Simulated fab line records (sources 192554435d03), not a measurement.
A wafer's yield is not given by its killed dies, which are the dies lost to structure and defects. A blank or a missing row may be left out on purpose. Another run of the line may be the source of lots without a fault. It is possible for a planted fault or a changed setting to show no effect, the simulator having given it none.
A struck lot beside a sound one    flow n5_finfet    35 steps out of a route of 1938
Sound: wafers L138.3, L138.5, L138.6. Struck: wafer L128.4. (L128.3, L128.6 of the same lot were not struck and are left out.) The cause comes at the end.
Per side, at each step with rows, come the tool, then ch with its chambers, and then its first start. Under that, the readings that differ: sound wafers    struck wafers    difference of the means    sigmas: that difference in standard deviations of wafers without a fault.
alike: readings whose means differ by less than 2 such deviations, and words and numbers that are the same on both sides. not compared: withheld readings, readings that some wafer has no value for, bounds like >300 that may hide the same value, and numbers for which the record gives no deviation and whose values overlap.
The two part at a step that has a row with sigmas, a row that says differs or no value, or rows on one side only. Numbers that have no deviation but don't overlap get no sigmas and don't part them. A reading missing from all wafers of one side parts the sides only when that side holds two or more wafers.

first, 11 steps without rows for these wafers: N5_BEOL_M9_HM_STRIP_39 (strips TiN in peroxide tin strip, target depth 25 nm, time 158 s); N5_BEOL_M9_SRD_40 (time 30 s); N5_BEOL_M9_PRECLEAN_42 (cleans in residue remover, time 60 s); N5_BEOL_M9_SRD_43 (time 30 s); N5_BEOL_M9_CURE_72 (cures SiCOH lowk, time 120 s); N5_BEOL_M9_DEGAS_44 (time 60 s); N5_BEOL_M9_PRE_CLEAN_45 (time 30 s); N5_BEOL_M9_ALD_74 (deposits TaN, target thk 2 nm, pulse time 2 s, purge time 3 s); N5_BEOL_M9_SURFACE_TREAT_79; N5_BEOL_M9_CVD_78 (deposits Co from CCTBA/H2, target thk 2 nm, time 138.9 s); N5_BEOL_M9_SPUTTER_48 (material Cu, target thk 12 nm, time 2 s).
N5_BEOL_M9_ECD_50: material Cu, target thk 318 nm.
  sound on ecd_cu-01 ch 0,1, day 16 10:35; struck on ecd_cu-02 ch 0,1, day 14 02:28
then, 22 steps without rows for these wafers: N5_BEOL_M9_ANNEAL_51 (time 90 s); N5_BEOL_M9_CMP_52 (polishes, stops on SiCOH lowk, t overpolish 7 s, target thk 140 nm); N5_BEOL_M9_PRE_CLEAN_55 (time 15 s); N5_BEOL_M9_DEP_56 (deposits SiCN from 3MS/NH3, target thk 15 nm, time 26.5 s); N5_BEOL_M10_ILD_DEP_00 (deposits SiCOH lowk from DEMS/porogen, target thk 308.51 nm, time 58 s); N5_BEOL_M10_CURE_71 (cures SiCOH lowk, time 240 s); N5_BEOL_M10_PECVD_70 (deposits SiO2 from TEOS/O2, target thk 20 nm, time 22.7 s); N5_BEOL_M10_HM_DEP_02 (deposits TiN, target thk 20 nm); N5_BEOL_M10_COAT_59 (time 60 s, resist thk 100 nm); N5_BEOL_M10_COAT_60 (time 60 s, resist thk 30 nm); N5_BEOL_M10_COAT_05 (resist thk 90 nm); N5_BEOL_M10_EBR_07; N5_BEOL_M10_SOFTBAKE_06 (time 60 s); N5_BEOL_M10_EXPOSE_08 (exposes mask M10); N5_BEOL_M10_PEB_09 (peb time 60 s); N5_BEOL_M10_DEVELOP_10 (develop time 30 s); N5_BEOL_M10_DESCUM_16 (chemistry O2, time 7.9 s); N5_BEOL_M10_ETCH_61 (etches SiARC in CF4, target depth 39 nm, time 65 s); N5_BEOL_M10_ETCH_62 (etches SOC in N2/H2, target depth 110 nm, overetch 22 nm, time 165 s); N5_BEOL_M10_STRIP_68 (strips in N2/H2); N5_BEOL_M10_STRIP_67 (strips in CF4); N5_BEOL_M10_HM_OPEN_17 (chemistry Cl2/BCl3, target TiN, target depth 20 nm, overetch 6 nm).
-- the record jumps here: 2 days lie between the struck wafers' starts before and after (it left off in module BEOL_M10 and takes up again in module PASSIVATION, whose first step shown is number 1936 of the route) --
N5_PASSIVATION_PROBE_49:
  rows exist in the record for the struck wafers here (prober-02, day 16 09:40), but not for the sound ones

WHERE THEY PART
N5_PASSIVATION_PROBE_49 only, going by this record.

WHY: what the simulator had put in
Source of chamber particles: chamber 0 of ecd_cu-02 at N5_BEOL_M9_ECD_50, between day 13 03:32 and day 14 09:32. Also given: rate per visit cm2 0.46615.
